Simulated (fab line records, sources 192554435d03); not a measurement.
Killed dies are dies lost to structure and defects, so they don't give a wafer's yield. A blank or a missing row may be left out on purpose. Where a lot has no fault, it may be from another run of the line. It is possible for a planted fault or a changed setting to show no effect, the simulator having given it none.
fab line records ; flow n5Finfet ; part 1 of 2: steps 1 to 4 of 6
record lots=22; wafers=66; lastDay=17
route steps=1938 shown BEOL_M9@1448 BEOL_M10@1487
lots that met no fault: taken from a fault-free run of the same line
startH: hours from the record's first day to the start of the lot's first wafer shown ; waitH: hours since the lot's step before ; " same as the row above ; L1.1+2: a single row standing in for several wafers ; - value missing, or start not given ; * or withheld: withheld ; < > ~ a bound
route shown NAME@n: NAME is a module with steps in the file, n the number in the route of the first one ; usual: the fault-free wafers' mean and standard deviation ; same: alike in all rows ; chamber/n: place in a boat ; sites: each site's reading ; _std_site: standard deviation across them ; _edge_site: mean of outer sites minus mean of inner sites ; radiusMm: how far each site lies from the wafer's centre ; mask NAME#n: copy n ; behind: tool/chamber where the wafer was last shaped ; hold: the reason the lot was held/the length of the hold in hours/how it ended ; device: transistor that didn't switch, given as n, p or np ; end of line: tests of these same wafers at the route's end ; where a step has no rows: the recipe by itself ; killed: the dies lost at the first sort to structure and to defects; this is not the yield of the wafer ; map: the dies of a wafer, with x for killed, . for not killed, _ for no die there
set.NAME: the run value of the setting; set.NAME@STEP: its run value at that earlier step ; model.NAME: the simulator's own value behind a step, which no gauge read
the route's steps for a sample of lots (tables are steps, rows are wafers)
services: when a tool's chamber went out of use (startH, in hours from the record's first day, below 0 if earlier), for how many hours, and the reason
## steps
# step N5_BEOL_M9_STRIP_80
# recipe chemistry=N2/H2; timeS=10; powerW=450; tempC=40; pressureMtorr=20; rfFrequencyHz=6e+07; biasPowerW=7; n2FlowSccm=200; h2FlowSccm=200
# usual drypumpMotorCurrentA=5.9/0.34; n2FlowSccm=200.0/0.59; oesProductAu=0.81/0.086; rfVppV=59.1/0.9; showerheadPlenumPTorr=2.52/0.097; throttleValvePct=23.65/0.24
lot.wafer;tool;chamber;startH;waitH;drypumpMotorCurrentA;n2FlowSccm;oesProductAu;rfHoursCounterH;rfVppV;showerheadPlenumPTorr;throttleValvePct
L074.4;rieDiel-05;2;-;-;6.4;200.4;0.66;-;58.8;2.39;24.15
L074.5;rieDiel-05;3;-;-;5.3;200.0;0.71;-;58.5;2.42;23.88
L074.6;rieDiel-05;0;-;-;5.9;200.4;0.84;-;58.1;2.47;23.32
L075.2;rieDiel-06;0;-;-;5.8;200.7;0.78;129;59.8;2.44;23.24
L075.3;rieDiel-06;2;-;-;5.9;200.5;0.68;241;59.6;2.50;24.12
L075.5;rieDiel-06;2;-;-;5.9;200.5;0.68;-;58.7;2.50;24.14
L076.2;rieDiel-05;0;-;-;5.9;200.0;0.83;65;59.1;2.47;23.31
L076.4;rieDiel-05;2;-;-;6.4;200.4;0.66;245;59.0;2.39;24.17
L076.5;rieDiel-05;0;-;-;5.9;200.1;0.83;-;57.8;2.47;23.30
L077.1;rieDiel-01;1;-;-;5.6;199.6;0.71;233;60.3;2.61;23.67
L077.2;rieDiel-01;3;-;-;5.5;200.1;0.72;218;58.9;2.41;23.68
L077.6;rieDiel-01;0;-;-;5.3;199.9;0.76;-;59.8;2.55;23.65
L078.1;rieDiel-05;2;-;-;6.3;199.9;0.66;250;59.0;2.39;24.17
L078.3;rieDiel-05;3;-;-;5.2;200.6;0.71;211;57.7;2.41;23.90
L078.6;rieDiel-05;3;-;-;5.2;200.4;0.71;-;58.8;2.41;23.91
L079.1;rieDiel-06;0;-;-;5.8;198.6;0.78;136;59.2;2.44;23.26
L079.2;rieDiel-06;1;-;-;6.4;200.7;0.88;43;61.2;2.69;23.75
L079.5;rieDiel-06;2;-;-;5.9;200.0;0.68;-;59.5;2.50;24.15
L081.3;rieDiel-06;3;-;-;6.0;200.0;0.89;34;57.5;2.49;23.66
L081.5;rieDiel-06;0;-;-;5.8;199.9;0.77;-;59.7;2.44;23.27
L081.6;rieDiel-06;3;-;-;6.0;199.4;0.89;-;56.4;2.48;23.66
L082.1;rieDiel-05;3;-;-;5.3;201.8;0.70;222;59.9;2.41;23.93
L082.4;rieDiel-05;0;-;-;5.9;199.5;0.82;81;57.7;2.46;23.37
L082.5;rieDiel-05;0;-;-;5.9;200.1;0.82;-;57.1;2.46;23.33
L080.1;rieDiel-06;0;-;-;5.8;199.9;0.77;146;58.6;2.43;23.27
L080.5;rieDiel-06;3;-;-;6.0;199.4;0.87;-;58.4;2.48;23.67
L080.6;rieDiel-06;0;-;-;5.8;199.6;0.77;-;58.9;2.43;23.27
L084.1;rieDiel-06;0;-;-;5.8;200.0;0.76;150;57.7;2.43;23.27
L084.2;rieDiel-06;1;-;-;6.4;200.8;0.87;57;59.2;2.69;23.77
L084.6;rieDiel-06;0;-;-;5.8;199.2;0.77;-;59.3;2.43;23.28
L085.3;rieDiel-05;1;-;-;6.1;199.5;0.71;203;60.4;2.63;23.79
L085.4;rieDiel-05;3;-;-;5.2;200.8;0.69;226;59.4;2.41;23.94
L085.5;rieDiel-05;0;-;-;5.9;200.7;0.81;-;58.9;2.46;23.33
L086.1;rieDiel-06;2;-;-;5.9;200.1;0.98;3;58.3;2.50;23.84
L086.2;rieDiel-06;1;-;-;6.4;199.7;0.86;60;60.3;2.69;23.76
L086.5;rieDiel-06;3;-;-;6.0;199.2;0.87;-;58.4;2.48;23.67
L087.1;rieDiel-06;0;-;-;5.8;200.0;0.76;154;57.9;2.43;23.26
L087.2;rieDiel-06;2;-;-;5.9;199.5;0.97;3;59.2;2.50;23.84
L087.3;rieDiel-06;1;-;-;6.3;201.1;0.86;61;60.1;2.69;23.75
L088.1;rieDiel-06;2;-;-;5.9;199.7;0.96;5;59.9;2.50;23.83
L088.2;rieDiel-06;1;-;-;6.3;200.4;0.85;62;59.5;2.69;23.78
L088.6;rieDiel-06;1;-;-;6.4;199.4;0.85;-;59.3;2.69;23.77
L089.1;rieDiel-01;3;-;-;5.5;200.6;0.69;249;58.0;2.39;23.73
L089.2;rieDiel-01;0;-;-;5.3;200.1;0.74;171;60.3;2.53;23.70
L089.4;rieDiel-01;1;-;-;5.5;199.8;0.97;-;59.3;2.60;23.33
L090.3;rieDiel-06;1;-;-;6.4;200.7;0.84;70;59.6;2.68;23.78
L090.5;rieDiel-06;1;-;-;6.3;201.1;0.84;-;59.2;2.68;23.79
L090.6;rieDiel-06;2;-;-;5.9;200.6;0.93;-;57.8;2.49;23.84
L093.2;rieDiel-05;2;-;-;6.4;200.6;0.89;19;59.6;2.70;23.84
L093.3;rieDiel-05;1;-;-;6.1;199.8;0.71;215;59.4;2.62;23.80
L093.4;rieDiel-05;0;-;-;5.9;200.2;0.79;97;59.4;2.46;23.34
L092.2;rieDiel-06;2;-;-;5.9;201.1;0.94;13;57.8;2.49;23.83
L092.4;rieDiel-06;3;-;-;6.0;199.6;0.85;57;59.6;2.48;23.69
L092.6;rieDiel-06;0;-;-;5.8;200.1;0.75;-;60.0;2.43;23.29
L094.4;rieDiel-01;0;-;-;5.3;200.7;0.73;-;60.4;2.53;23.70
L094.5;rieDiel-01;2;-;-;6.1;199.9;0.75;-;59.0;2.52;23.78
L094.6;rieDiel-01;1;-;-;5.6;199.2;0.95;-;59.4;2.59;23.34
L096.1;rieDiel-06;1;-;-;6.4;199.4;0.84;77;58.6;2.68;23.78
L096.2;rieDiel-06;3;-;-;6.0;199.9;0.84;62;61.3;2.47;23.71
L096.5;rieDiel-06;1;-;-;6.4;199.7;0.83;-;60.6;2.68;23.78
L095.1;rieDiel-06;1;-;-;6.4;200.4;0.83;78;59.8;2.68;23.78
L095.4;rieDiel-06;2;-;-;5.9;199.1;0.93;20;58.5;2.49;23.84
L095.5;rieDiel-06;0;-;-;5.8;199.6;0.75;-;58.5;2.42;23.29
L097.2;rieDiel-06;0;-;-;5.8;199.5;0.74;173;59.2;2.42;23.29
L097.3;rieDiel-06;3;-;-;6.0;200.4;0.84;64;59.4;2.47;23.70
L097.4;rieDiel-06;2;-;-;5.9;200.3;0.91;21;58.1;2.49;23.86
# step N5_BEOL_M9_THK_MEAS_53
# recipe thkMeasGauge=xrf; reads=Cu_of_BEOL_M9_ECD_50
# usual M9_THK=139.6/2.2
lot.wafer;tool;chamber;startH;waitH;M9_THK[nm]
L074.4;filmMetro-01;-;214.94;-;139.8
L074.5;filmMetro-01;-;214.94;-;140.4
L074.6;filmMetro-01;-;214.94;-;140.2
L075.2;filmMetro-01;-;215.80;-;139.8
L075.3;filmMetro-01;-;215.80;-;134.5
L075.5;filmMetro-01;-;215.80;-;135.8
L076.2;filmMetro-02;-;216.98;-;139.7
L076.4;filmMetro-02;-;216.98;-;136.1
L076.5;filmMetro-02;-;216.98;-;138.5
L077.1;filmMetro-02;-;223.43;-;135.9
L077.2;filmMetro-02;-;223.43;-;135.7
L077.6;filmMetro-02;-;223.43;-;138.6
L078.1;filmMetro-02;-;235.57;-;136.7
L078.3;filmMetro-02;-;235.57;-;139.5
L078.6;filmMetro-02;-;235.57;-;138.7
L079.1;filmMetro-01;-;240.64;0.2;140.2
L079.2;filmMetro-01;-;240.64;0.2;140.0
L079.5;filmMetro-01;-;240.64;0.2;134.5
L081.3;filmMetro-02;-;257.71;-;144.0
L081.5;filmMetro-02;-;257.71;-;141.3
L081.6;filmMetro-02;-;257.71;-;142.9
L082.1;filmMetro-02;-;265.90;-;137.5
L082.4;filmMetro-02;-;265.90;-;140.3
L082.5;filmMetro-02;-;265.90;-;139.9
L080.1;filmMetro-02;-;266.41;-;139.9
L080.5;filmMetro-02;-;266.41;-;141.4
L080.6;filmMetro-02;-;266.41;-;138.8
L084.1;filmMetro-02;-;274.98;-;140.1
L084.2;filmMetro-02;-;274.98;-;140.8
L084.6;filmMetro-02;-;274.98;-;139.2
L085.3;filmMetro-02;-;278.29;-;136.2
L085.4;filmMetro-02;-;278.29;-;136.2
L085.5;filmMetro-02;-;278.29;-;137.2
L086.1;filmMetro-01;-;283.26;-;142.7
L086.2;filmMetro-01;-;283.26;-;140.1
L086.5;filmMetro-01;-;283.26;-;139.8
L087.1;filmMetro-01;-;286.07;-;137.7
L087.2;filmMetro-01;-;286.07;-;138.3
L087.3;filmMetro-01;-;286.07;-;138.0
L088.1;filmMetro-02;-;294.83;-;144.0
L088.2;filmMetro-02;-;294.83;-;139.7
L088.6;filmMetro-02;-;294.83;-;141.8
L089.1;filmMetro-01;-;319.18;-;138.9
L089.2;filmMetro-01;-;319.18;-;137.8
L089.4;filmMetro-01;-;319.18;-;141.1
L090.3;filmMetro-02;-;319.48;-;143.6
L090.5;filmMetro-02;-;319.48;-;142.6
L090.6;filmMetro-02;-;319.48;-;143.7
L093.2;filmMetro-01;-;319.72;-;138.4
L093.3;filmMetro-01;-;319.72;-;138.1
L093.4;filmMetro-01;-;319.72;-;140.1
L092.2;filmMetro-02;-;321.64;-;145.8
L092.4;filmMetro-02;-;321.64;-;142.8
L092.6;filmMetro-02;-;321.64;-;141.2
L094.4;filmMetro-01;-;332.50;-;137.4
L094.5;filmMetro-01;-;332.50;-;137.1
L094.6;filmMetro-01;-;332.50;-;141.5
L096.1;filmMetro-02;-;338.67;-;141.2
L096.2;filmMetro-02;-;338.67;-;141.5
L096.5;filmMetro-02;-;338.67;-;140.2
L095.1;filmMetro-02;-;339.82;-;140.4
L095.4;filmMetro-02;-;339.82;-;143.3
L095.5;filmMetro-02;-;339.82;-;139.8
L097.2;filmMetro-01;-;344.82;-;135.5
L097.3;filmMetro-01;-;344.82;-;135.7
L097.4;filmMetro-01;-;344.82;-;137.3
# step N5_BEOL_M9_INSPECT_58
# recipe inspectInstrument=darkfield; mode=postDep
# usual rawDefectCount=76/25
lot.wafer;tool;chamber;startH;waitH;rawDefectCount
L074.4;defectInspect-01;-;215.10;0.0;88
L074.5;defectInspect-01;-;215.10;0.0;46
L074.6;defectInspect-01;-;215.10;0.0;56
L075.2;defectInspect-01;-;215.96;0.0;51
L075.3;defectInspect-01;-;215.96;0.0;79
L075.5;defectInspect-01;-;215.96;0.0;81
L076.2;defectInspect-02;-;217.14;0.0;51
L076.4;defectInspect-02;-;217.14;0.0;91
L076.5;defectInspect-02;-;217.14;0.0;83
L077.1;defectInspect-02;-;223.59;0.0;35
L077.2;defectInspect-02;-;223.59;0.0;74
L077.6;defectInspect-02;-;223.59;0.0;65
L078.1;defectInspect-01;-;235.73;0.0;98
L078.3;defectInspect-01;-;235.73;0.0;73
L078.6;defectInspect-01;-;235.73;0.0;66
L079.1;defectInspect-01;-;240.80;0.0;55
L079.2;defectInspect-01;-;240.80;0.0;92
L079.5;defectInspect-01;-;240.80;0.0;63
L081.3;defectInspect-01;-;257.90;0.0;76
L081.5;defectInspect-01;-;257.90;0.0;55
L081.6;defectInspect-01;-;257.90;0.0;51
L082.1;defectInspect-02;-;266.06;0.0;86
L082.4;defectInspect-02;-;266.06;0.0;68
L082.5;defectInspect-02;-;266.06;0.0;105
L080.1;defectInspect-01;-;266.57;0.0;65
L080.5;defectInspect-01;-;266.57;0.0;46
L080.6;defectInspect-01;-;266.57;0.0;57
L084.1;defectInspect-02;-;275.14;0.0;56
L084.2;defectInspect-02;-;275.14;0.0;59
L084.6;defectInspect-02;-;275.14;0.0;39
L085.3;defectInspect-01;-;278.45;0.0;108
L085.4;defectInspect-01;-;278.45;0.0;181
L085.5;defectInspect-01;-;278.45;0.0;99
L086.1;defectInspect-01;-;283.42;0.0;63
L086.2;defectInspect-01;-;283.42;0.0;70
L086.5;defectInspect-01;-;283.42;0.0;80
L087.1;defectInspect-01;-;286.23;0.0;67
L087.2;defectInspect-01;-;286.23;0.0;32
L087.3;defectInspect-01;-;286.23;0.0;58
L088.1;defectInspect-02;-;294.99;0.0;34
L088.2;defectInspect-02;-;294.99;0.0;76
L088.6;defectInspect-02;-;294.99;0.0;68
L089.1;defectInspect-01;-;319.34;0.0;92
L089.2;defectInspect-01;-;319.34;0.0;122
L089.4;defectInspect-01;-;319.34;0.0;122
L090.3;defectInspect-02;-;319.64;0.0;92
L090.5;defectInspect-02;-;319.64;0.0;48
L090.6;defectInspect-02;-;319.64;0.0;102
L093.2;defectInspect-02;-;319.88;0.0;65
L093.3;defectInspect-02;-;319.88;0.0;88
L093.4;defectInspect-02;-;319.88;0.0;72
L092.2;defectInspect-01;-;321.81;0.0;48
L092.4;defectInspect-01;-;321.81;0.0;67
L092.6;defectInspect-01;-;321.81;0.0;45
L094.4;defectInspect-02;-;332.66;0.0;118
L094.5;defectInspect-02;-;332.66;0.0;121
L094.6;defectInspect-02;-;332.66;0.0;73
L096.1;defectInspect-02;-;338.83;0.0;75
L096.2;defectInspect-02;-;338.83;0.0;109
L096.5;defectInspect-02;-;338.83;0.0;94
L095.1;defectInspect-01;-;339.99;0.0;105
L095.4;defectInspect-01;-;339.99;0.0;94
L095.5;defectInspect-01;-;339.99;0.0;105
L097.2;defectInspect-02;-;344.98;0.0;57
L097.3;defectInspect-02;-;344.98;0.0;101
L097.4;defectInspect-02;-;344.98;0.0;90
# step N5_BEOL_M10_ETCH_61
# recipe chemistry=CF4; target=SiARC; targetDepthA=390; maskMaterial=CAR-ArF; timeS=65; ionEnergyEv=80; pressureMtorr=40; sourceW=545; biasW=36; Ar_flow_sccm=100; cf4FlowSccm=100; ends=cleared
# usual drypumpMotorCurrentA=5.7/0.52; etchRfOnTimeS=64.8/0.98; oesProductAu=0.69/0.061; rfVppV=184.4/1.2; showerheadPlenumPTorr=2.17/0.061; throttleValvePct=15.56/0.22
lot.wafer;tool;chamber;startH;waitH;drypumpMotorCurrentA;etchRfOnTimeS;oesProductAu;rfHoursCounterH;rfVppV;showerheadPlenumPTorr;throttleValvePct
L074.4;rieDiel-03;2;218.58;0.0;5.4;62.4;0.81;-;183.6;2.10;15.26
L074.5;rieDiel-03;0;218.58;0.0;6.0;62.7;0.73;-;186.1;2.24;15.50
L074.6;rieDiel-03;1;218.58;0.0;5.7;63.5;0.76;-;184.9;2.19;15.33
L075.2;rieDiel-03;1;218.94;0.0;5.7;64.6;0.75;36;185.0;2.19;15.34
L075.3;rieDiel-03;2;218.94;0.0;5.4;63.3;0.80;15;183.1;2.10;15.25
L075.5;rieDiel-03;1;218.94;0.0;5.7;64.5;0.76;-;183.6;2.19;15.33
L076.2;rieDiel-03;2;219.77;0.0;5.4;63.9;0.80;15;183.7;2.10;15.25
L076.4;rieDiel-03;0;219.77;0.0;6.0;64.3;0.72;-;185.3;2.24;15.49
L076.5;rieDiel-03;1;219.77;0.0;5.7;65.4;0.75;-;184.0;2.19;15.33
L077.1;rieDiel-03;2;226.09;0.0;5.4;63.7;0.79;18;184.0;2.10;15.26
L077.2;rieDiel-03;1;226.09;0.0;5.7;65.2;0.75;39;186.0;2.19;15.33
L077.6;rieDiel-03;1;226.09;0.0;5.7;65.0;0.75;-;184.2;2.19;15.35
L078.1;rieDiel-02;1;240.27;0.0;4.9;64.7;0.68;108;185.6;2.15;15.42
L078.3;rieDiel-02;2;240.27;0.0;5.5;65.0;0.76;34;184.1;2.10;15.36
L078.6;rieDiel-02;2;240.27;0.0;5.5;64.6;0.76;-;183.2;2.10;15.34
L079.1;rieDiel-02;1;242.66;0.0;4.9;64.9;0.68;108;184.2;2.15;15.45
L079.2;rieDiel-02;3;242.66;0.0;4.7;65.0;0.62;219;184.1;2.12;15.70
L079.5;rieDiel-02;1;242.66;0.0;4.9;64.9;0.68;-;184.3;2.15;15.44
L081.3;rieDiel-04;1;260.26;0.0;6.6;65.6;0.61;204;184.4;2.21;15.96
L081.5;rieDiel-04;1;260.26;0.0;6.6;65.1;0.62;-;187.0;2.21;15.96
L081.6;rieDiel-04;0;260.26;0.0;5.8;64.1;0.78;-;184.1;2.10;15.48
L082.1;rieDiel-04;3;267.74;0.0;5.4;63.6;0.70;89;186.4;2.25;15.45
L082.4;rieDiel-04;0;267.74;0.0;5.8;64.6;0.77;-;182.6;2.10;15.47
L082.5;rieDiel-04;3;267.74;0.0;5.4;64.3;0.69;-;185.4;2.25;15.46
L080.1;rieDiel-04;1;268.71;0.0;6.6;65.9;0.61;207;184.8;2.21;15.97
L080.5;rieDiel-04;1;268.71;0.0;6.6;65.9;0.61;-;184.7;2.21;15.97
L080.6;rieDiel-04;0;268.71;0.0;5.8;64.8;0.76;-;181.5;2.10;15.48
L084.1;rieDiel-04;3;277.23;0.0;5.4;65.0;0.68;94;184.6;2.25;15.47
L084.2;rieDiel-04;0;277.23;0.0;5.8;64.1;0.76;37;182.8;2.10;15.47
L084.6;rieDiel-04;0;277.23;0.0;5.8;64.7;0.76;-;184.0;2.10;15.50
L085.3;rieDiel-04;1;281.94;0.0;6.6;65.4;0.60;213;185.6;2.20;15.97
L085.4;rieDiel-04;3;281.94;0.0;5.4;64.3;0.69;96;185.8;2.25;15.47
L085.5;rieDiel-04;1;281.94;0.0;6.6;65.3;0.61;-;184.4;2.20;15.99
L086.1;rieDiel-04;0;285.09;0.0;5.8;63.7;0.77;40;184.2;2.10;15.50
L086.2;rieDiel-04;1;285.09;0.0;6.6;66.1;0.60;214;184.0;2.20;15.99
L086.5;rieDiel-04;2;285.09;0.0;5.7;64.1;0.66;-;185.0;2.14;15.73
L087.1;rieDiel-03;2;290.32;0.0;5.4;63.6;0.75;40;183.7;2.09;15.28
L087.2;rieDiel-03;1;290.32;0.0;5.7;64.8;0.72;61;184.2;2.18;15.37
L087.3;rieDiel-03;0;290.32;0.0;6.0;65.0;0.69;109;184.3;2.24;15.51
L088.1;rieDiel-02;3;296.92;0.0;4.7;65.7;0.60;239;184.5;2.11;15.77
L088.2;rieDiel-02;2;296.92;0.0;5.5;65.4;0.73;55;185.0;2.09;15.39
L088.6;rieDiel-02;1;296.92;0.0;4.9;65.9;0.66;-;182.8;2.15;15.49
L089.1;rieDiel-04;0;322.05;0.0;5.8;66.3;0.73;54;182.3;2.09;15.52
L089.2;rieDiel-04;1;322.05;0.0;6.6;67.1;0.59;223;185.5;2.20;16.01
L089.4;rieDiel-04;2;322.05;0.0;5.7;65.0;0.65;148;185.4;2.14;15.76
L090.3;rieDiel-03;2;322.08;0.0;5.4;64.0;0.73;54;182.3;2.09;15.33
L090.5;rieDiel-03;1;322.08;0.0;5.7;64.9;0.71;-;184.6;2.17;15.38
L090.6;rieDiel-03;0;322.08;0.0;6.0;64.6;0.69;-;185.0;2.23;15.56
L093.2;rieDiel-02;0;322.25;0.0;6.2;64.1;0.73;61;185.5;2.26;15.42
L093.3;rieDiel-02;3;322.25;0.0;4.7;65.3;0.60;242;183.0;2.11;15.75
L093.4;rieDiel-02;1;322.25;0.0;4.9;65.7;0.65;139;183.3;2.14;15.50
L092.2;rieDiel-04;3;323.96;0.0;5.3;64.2;0.68;110;185.2;2.24;15.50
L092.4;rieDiel-04;2;323.96;0.0;5.7;63.7;0.65;149;185.2;2.14;15.77
L092.6;rieDiel-04;0;323.96;0.0;5.8;64.3;0.74;-;185.1;2.09;15.53
L094.4;rieDiel-03;3;335.20;0.0;4.9;63.5;0.61;231;186.6;2.11;15.84
L094.5;rieDiel-03;1;335.20;0.0;5.7;64.6;0.71;-;182.9;2.17;15.40
L094.6;rieDiel-03;0;335.20;0.0;6.0;64.6;0.67;-;185.6;2.23;15.58
L096.1;rieDiel-04;1;341.82;0.0;6.6;65.0;0.60;230;185.3;2.20;16.02
L096.2;rieDiel-04;2;341.82;0.0;5.7;64.2;0.64;155;183.0;2.14;15.76
L096.5;rieDiel-04;1;341.82;0.0;6.6;65.7;0.60;-;185.3;2.20;16.04
L095.1;rieDiel-02;0;342.23;0.0;6.2;65.4;0.71;71;185.3;2.26;15.42
L095.4;rieDiel-02;0;342.23;0.0;6.2;65.9;0.72;-;185.3;2.26;15.44
L095.5;rieDiel-02;3;342.23;0.0;4.7;66.3;0.59;-;183.8;2.11;15.79
L097.2;rieDiel-04;0;346.26;0.0;5.8;64.6;0.73;64;182.1;2.09;15.56
L097.3;rieDiel-04;2;346.26;0.0;5.7;64.4;0.64;157;184.4;2.14;15.79
L097.4;rieDiel-04;1;346.26;0.0;6.6;65.9;0.59;233;185.9;2.20;16.02
